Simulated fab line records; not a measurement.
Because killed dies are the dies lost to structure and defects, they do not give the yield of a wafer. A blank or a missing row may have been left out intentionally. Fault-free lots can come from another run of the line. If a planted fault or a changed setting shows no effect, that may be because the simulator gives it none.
Problem report, 8D (eight disciplines) form, completed by code    flow nand harc    the parts of the form that need people (team, actions taken, sign-off) are left out

== 1. THE ISSUE ==
Mean of cd nm at NHARC_P_M0_CD_MEAS_09: 81.1 nm across 2 wafers in 2 lots; on wafers with no fault it is 89.9 nm (standard deviation 0.69). That is -13 standard deviations from the usual mean.
The step: target cd 90 nm.
The first sign was on wafer L287.3 at day 8 11:41, on cd sem-01. The record holds 33 wafers of 11 lots with a number at this step. By rule, "out" or "out of limits" means more than 4 standard deviations away from the usual mean. The other wafers with a number count as sound.

== 2. WHAT IT IS; WHAT IT IS NOT ==
question                     is                    is not
which readings at this step  cd nm                 -
which lots                   L286, L287            L281, L283, L284, L295, L296, L297, L298, L299, L300
which wafers of those lots   L286.2, L287.3        L286.1, L286.5, L287.1, L287.5
read on which gauges         cd sem-01, cd sem-02  cd sem-03
when                         from day 8 11:41      up to then (11 sound wafers); but 20 sound wafers of L286, L295, L296, L297, L298, L299, L300 came after

== 3. THE SUSPECTS, EACH WITH WHAT RULES IT OUT ==
Counting: if a tool at a process step up to the reading ran every lot that is out, it stays a suspect. Sound lots after the first of them don't rule it out here, since some wafers of a struck lot are sound.
- the gauge at NHARC_P_M0_CD_MEAS_09 is ruled out. The wafers that are out were read on 2 gauges (cd sem-01, cd sem-02).
- litho track-04 at NHARC_P_M0_PEB_07 (peb time 65 s): kept. Ran every lot that is out, first one L287 (day 8 11:37); last sound lot up to then L284 (day 7 03:19). Its own readings are out on those wafers: heater power total W.
Remaining after the count: litho track-04 at NHARC_P_M0_PEB_07.

== 4. THE CAUSE (what the simulator had put in) ==
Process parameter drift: litho track-04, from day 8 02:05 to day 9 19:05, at NHARC_P_M0_PEB_07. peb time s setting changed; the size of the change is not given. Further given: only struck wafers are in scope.
After counting, this tool was the only one left.

== 5. THE CHAIN OF EFFECTS, in route order ==
Each row: a reading whose mean over the struck wafers that have a number lies more than 3 standard deviations from the usual. Scope: only readings with a usual standard deviation given in the record; hours: median across lots of the time from each lot's start at the first step in this table that gives one to its start at this step; sigmas: change in usual standard deviations.
hours  step                   reading               usual    on struck wafers  change  sigmas
0      NHARC_P_M0_PEB_07      heater power total W  156.7 W  180.1             +23.4   +56
0      NHARC_P_M0_CD_MEAS_09  cd nm                 89.9 nm  81.1              -8.8    -13
1      NHARC_P_M0_CD_MEAS_16  cd nm                 89.9 nm  81.8              -8.1    -8.4
Process steps it contains:
- NHARC_P_M0_PEB_07: peb time 65 s.
At these later measuring or inspecting steps, every struck wafer for which the step has a row has a number for every such reading, and none has moved that far: NHARC_END_SORT_01.

== 6. HOW IT WOULD HAVE BEEN CAUGHT EARLIER ==
Counted from the fault's start at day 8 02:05, it took 10 hours until the first out-of-limits reading at a measuring or inspecting step in this record, taken at day 8 11:41.
The tool's own readings at NHARC_P_M0_PEB_07 were out on every struck wafer that the step has a row for (heater power total W): an alarm limit on them would have fired on the first of those.
Lots out: 2; of these, L286 started NHARC_P_M0_PEB_07 on litho track-04 after day 8 11:41. A hold on the tool at that time would have spared it.
